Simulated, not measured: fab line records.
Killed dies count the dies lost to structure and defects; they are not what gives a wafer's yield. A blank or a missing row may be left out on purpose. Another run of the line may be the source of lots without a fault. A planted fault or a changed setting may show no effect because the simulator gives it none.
Which tool did it? || flow n5_finfet || 36 wafers from 12 lots sampled at 3 of the route's 1938 steps

WHAT EACH GAUGE READ, for each wafer
N5_HKMG_FIN_OVL_MEAS_13.
{"lot": "L075", "measured": "day 4 10:35", "on": "overlay-02", "NWFM_OVL (nm)": "-0.8 -0.1 0.1"}
{"lot": "L077", "measured": "day 5 06:54", "on": "overlay-01", "NWFM_OVL (nm)": "0.6 0.5 -0.2"}
{"lot": "L079", "measured": "day 5 15:14", "on": "overlay-01", "NWFM_OVL (nm)": "-0.3 -0.5 -0.4"}
{"lot": "L081", "measured": "day 6 01:40", "on": "overlay-01", "NWFM_OVL (nm)": "-0.7 0.1 0.1"}
{"lot": "L083", "measured": "day 6 11:57", "on": "overlay-01", "NWFM_OVL (nm)": "0.2 -1.3 -0.4"}
{"lot": "L085", "measured": "day 7 00:08", "on": "overlay-01", "NWFM_OVL (nm)": "-0.4 -0.8 -0.5"}
{"lot": "L087", "measured": "day 7 12:19", "on": "overlay-02", "NWFM_OVL (nm)": "-0.7 -0.1 0.4"}
{"lot": "L089", "measured": "day 7 23:43", "on": "overlay-01", "NWFM_OVL (nm)": "1.3 0.9 1.2"}
{"lot": "L091", "measured": "day 8 11:33", "on": "overlay-02", "NWFM_OVL (nm)": "0.3 0.4 -0.4"}
{"lot": "L093", "measured": "day 8 23:28", "on": "overlay-02", "NWFM_OVL (nm)": "0.3 -1.1 0.1"}
{"lot": "L095", "measured": "day 9 10:11", "on": "overlay-02", "NWFM_OVL (nm)": "0.4 1.0 0.6"}
{"lot": "L097", "measured": "day 9 23:20", "on": "overlay-01", "NWFM_OVL (nm)": "-1.2 -1.1 -1.6"}

EACH LOT AND THE TOOL THAT RAN IT (in order: tool; ch and the chambers of the sampled wafers; start)
{"lot": "L075", "N5_SD_ACTIVATION_LSA_01": "laser_anneal-01 ch 0, day 3 18:44", "N5_SDB_STRIP_22": "plasma_asher-01 ch 0,1, day 4 02:16"}
{"lot": "L077", "N5_SD_ACTIVATION_LSA_01": "laser_anneal-02 ch 0, day 4 13:44", "N5_SDB_STRIP_22": "plasma_asher-01 ch 0,1, day 4 21:49"}
{"lot": "L079", "N5_SD_ACTIVATION_LSA_01": "laser_anneal-02 ch 0, day 4 22:12", "N5_SDB_STRIP_22": "plasma_asher-02 ch 0,1, day 5 06:32"}
{"lot": "L081", "N5_SD_ACTIVATION_LSA_01": "laser_anneal-02 ch 0, day 5 08:47", "N5_SDB_STRIP_22": "plasma_asher-02 ch 0,1, day 5 16:50"}
{"lot": "L083", "N5_SD_ACTIVATION_LSA_01": "laser_anneal-02 ch 0, day 5 19:10", "N5_SDB_STRIP_22": "plasma_asher-01 ch 0,1, day 6 03:20"}
{"lot": "L085", "N5_SD_ACTIVATION_LSA_01": "laser_anneal-02 ch 0, day 6 07:24", "N5_SDB_STRIP_22": "plasma_asher-02 ch 0,1, day 6 15:21"}
{"lot": "L087", "N5_SD_ACTIVATION_LSA_01": "laser_anneal-02 ch 0, day 6 16:40", "N5_SDB_STRIP_22": "plasma_asher-02 ch 0,1, day 7 02:20"}
{"lot": "L089", "N5_SD_ACTIVATION_LSA_01": "laser_anneal-02 ch 0, day 7 05:25", "N5_SDB_STRIP_22": "plasma_asher-02 ch 0, day 7 13:07"}
{"lot": "L091", "N5_SD_ACTIVATION_LSA_01": "laser_anneal-02 ch 0, day 7 17:33", "N5_SDB_STRIP_22": "plasma_asher-01 ch 0,1, day 8 01:53"}
{"lot": "L093", "N5_SD_ACTIVATION_LSA_01": "laser_anneal-01 ch 0, day 8 06:40", "N5_SDB_STRIP_22": "plasma_asher-01 ch 0,1, day 8 14:38"}
{"lot": "L095", "N5_SD_ACTIVATION_LSA_01": "laser_anneal-01 ch 0, day 8 17:17", "N5_SDB_STRIP_22": "plasma_asher-01 ch 0,1, day 9 01:45"}
{"lot": "L097", "N5_SD_ACTIVATION_LSA_01": "laser_anneal-02 ch 0, day 9 06:49", "N5_SDB_STRIP_22": "plasma_asher-01 ch 0,1, day 9 14:25"}
- N5_SD_ACTIVATION_LSA_01: time 0.0008 s.
- N5_SDB_STRIP_22: strips in N2/H2.

THE ANSWER, worked out from the rows above alone
Rule: the lots themselves supply what counts as usual. The widest of any qualifying gaps counts: lots, ordered by their means at a reading, are off when they make up no more than a third of the lots, leave a main group of 4 or more, and stand apart from it by 3 or more times the standard deviation of that group's means. A main group whose means are all the same, to the digits that the tables above print for the reading, isn't used. A lot without any number at a reading at which 4 lots or more have one is off too. Any other lot the step has rows for is counted as sound.
No lot is off at any reading shown: from this, nothing can be told.

WHAT THE SIMULATOR HAD INSERTED
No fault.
